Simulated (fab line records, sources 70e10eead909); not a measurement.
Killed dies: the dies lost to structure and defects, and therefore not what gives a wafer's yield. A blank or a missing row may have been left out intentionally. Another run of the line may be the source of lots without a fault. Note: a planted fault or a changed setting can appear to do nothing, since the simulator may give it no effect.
Which tool is to blame? + flow nand_harc + 72 wafers from 24 lots sampled at 2 of the route's 1302 steps

== WHAT THE GAUGES SHOWED, per wafer ==
NHARC_P_M1_OVL_MEAS_10: pitch 260 nm.
| lot  | measured     | on         | overlay_x_nm (nm) | overlay_y_nm (nm) |
|------|--------------|------------|-------------------|-------------------|
| L074 | day 6 13:13  | overlay-02 | -1.2 -1.5 -1.3    | -0.7 -1.0 0.0     |
| L075 | day 6 20:02  | overlay-01 | 1.0 0.7 0.8       | -0.9 -1.1 -0.9    |
| L076 | day 7 02:25  | overlay-02 | -1.5 -1.0 -1.0    | 0.5 0.4 0.6       |
| L077 | day 7 12:49  | overlay-01 | -0.6 -0.5 -0.9    | -0.2 -0.4 -0.2    |
| L078 | day 7 15:59  | overlay-01 | 1.2 1.5 1.6       | -1.2 -0.6 -1.5    |
| L079 | day 8 10:19  | overlay-01 | -1.3 -0.9 -0.6    | -0.7 -0.5 -1.2    |
| L080 | day 8 16:11  | overlay-02 | 0.8 0.9 1.1       | 1.5 1.6 1.4       |
| L081 | day 9 08:11  | overlay-02 | 0.4 -0.1 0.0      | -0.4 0.1 0.3      |
| L082 | day 9 09:48  | overlay-02 | -1.6 -1.6 -1.6    | 0.9 0.6 0.7       |
| L083 | day 9 22:41  | overlay-02 | 0.7 0.4 0.2       | 0.5 0.3 0.1       |
| L084 | day 10 09:55 | overlay-01 | -0.6 -0.6 -0.7    | -0.2 -0.3 0.0     |
| L085 | day 11 01:04 | overlay-02 | 0.6 0.7 0.8       | -0.2 0.2 0.2      |
| L086 | day 11 03:47 | overlay-01 | -1.2 -1.8 -0.7    | -0.2 -0.3 -0.5    |
| L087 | day 12 04:09 | overlay-01 | -0.6 -0.6 -0.1    | -0.6 -0.9 -0.9    |
| L089 | day 12 04:52 | overlay-02 | 0.7 1.0 0.8       | -0.7 -0.6 -0.4    |
| L088 | day 12 05:29 | overlay-02 | -1.0 -1.2 -1.5    | 0.7 0.4 0.1       |
| L090 | day 12 20:43 | overlay-01 | 1.6 0.9 1.4       | -2.1 -2.3 -2.6    |
| L091 | day 13 03:32 | overlay-01 | 0.1 0.5 1.0       | 0.0 0.5 0.6       |
| L092 | day 13 15:01 | overlay-02 | -1.7 -2.0 -1.6    | 1.4 1.0 1.6       |
| L093 | day 14 00:29 | overlay-02 | -0.4 0.1 -0.5     | -0.4 -1.3 -1.4    |
| L094 | day 14 14:26 | overlay-02 | -0.3 -0.5 -0.2    | -0.8 -0.7 -0.5    |
| L095 | day 14 21:48 | overlay-01 | -0.2 -0.4 -0.7    | -0.2 -1.0 -1.1    |
| L096 | day 15 08:36 | overlay-01 | 1.4 1.8 2.0       | 0.3 1.0 1.1       |
| L097 | day 15 21:11 | overlay-01 | -0.5 -0.1 0.1     | -1.2 -0.5 -0.5    |

NHARC_P_M1_CD_MEAS_16.
| lot  | measured     | on        | cd_nm (nm)        |
|------|--------------|-----------|-------------------|
| L074 | day 6 13:37  | cd_sem-03 | 130.5 131.0 130.5 |
| L075 | day 6 20:26  | cd_sem-02 | 130.7 130.1 129.8 |
| L076 | day 7 02:49  | cd_sem-03 | 129.0 130.4 129.0 |
| L077 | day 7 13:13  | cd_sem-01 | 130.1 130.5 130.7 |
| L078 | day 7 16:23  | cd_sem-02 | 128.9 129.1 129.0 |
| L079 | day 8 10:43  | cd_sem-01 | 129.0 129.5 129.7 |
| L080 | day 8 16:38  | cd_sem-02 | 130.0 130.6 131.0 |
| L081 | day 9 08:36  | cd_sem-02 | 129.6 130.3 129.6 |
| L082 | day 9 10:13  | cd_sem-02 | 130.4 130.5 130.8 |
| L083 | day 9 23:05  | cd_sem-03 | 129.8 130.3 129.2 |
| L084 | day 10 10:20 | cd_sem-01 | 129.7 130.2 129.2 |
| L085 | day 11 01:28 | cd_sem-02 | 129.8 129.8 129.9 |
| L086 | day 11 04:11 | cd_sem-03 | 131.0 130.9 130.8 |
| L087 | day 12 04:33 | cd_sem-02 | 129.9 129.8 129.7 |
| L089 | day 12 05:19 | cd_sem-03 | 129.1 129.4 129.6 |
| L088 | day 12 05:53 | cd_sem-03 | 128.7 128.8 129.4 |
| L090 | day 12 21:07 | cd_sem-02 | 128.7 129.0 130.2 |
| L091 | day 13 03:58 | cd_sem-02 | 129.4 129.7 129.9 |
| L092 | day 13 15:26 | cd_sem-03 | 129.9 129.1 129.1 |
| L093 | day 14 00:56 | cd_sem-01 | 129.4 129.2 129.5 |
| L094 | day 14 14:58 | cd_sem-02 | 129.1 129.3 129.4 |
| L095 | day 14 22:13 | cd_sem-01 | 129.6 129.7 130.1 |
| L096 | day 15 09:01 | cd_sem-03 | 129.2 129.4 130.5 |
| L097 | day 15 21:37 | cd_sem-03 | 130.0 129.2 130.3 |

== TOOL THAT RAN EACH LOT (tool first, then ch and the chambers of the sampled wafers, then the start) ==
The record shows no process step preceding these readings.

== AS READ BY THE TOOLS THEMSELVES (means over the sampled wafers that have a number; for cases with no such wafer, the mark the record gives instead) ==
The record holds no such reading with a usual standard deviation.

== THE ANSWER, worked out from the rows above alone ==
Rule: usual is defined by the lots themselves. Put in order of their means at a reading, lots are off if they are a third of the lots or fewer, leave a main group of 4 or more, and stand apart from it by a gap of 3 or more times the standard deviation of the main group's means; of several such gaps the widest counts. If all means in a main group match to the digits the tables above print for the reading, that group is not used. A lot without any number at a reading at which 4 lots or more have one is off too. All remaining lots with rows at the step are treated as sound. The gauges are gone through in route order, then the tools' own readings, and for those a lot's mean is taken as printed above. At the first step where some lot is off, the reading lying furthest off is the one used; lots without a number count as furthest.
Across all readings shown, no lot is off: no conclusion can be drawn from this.

== WHAT THE SIMULATOR HAD INSERTED ==
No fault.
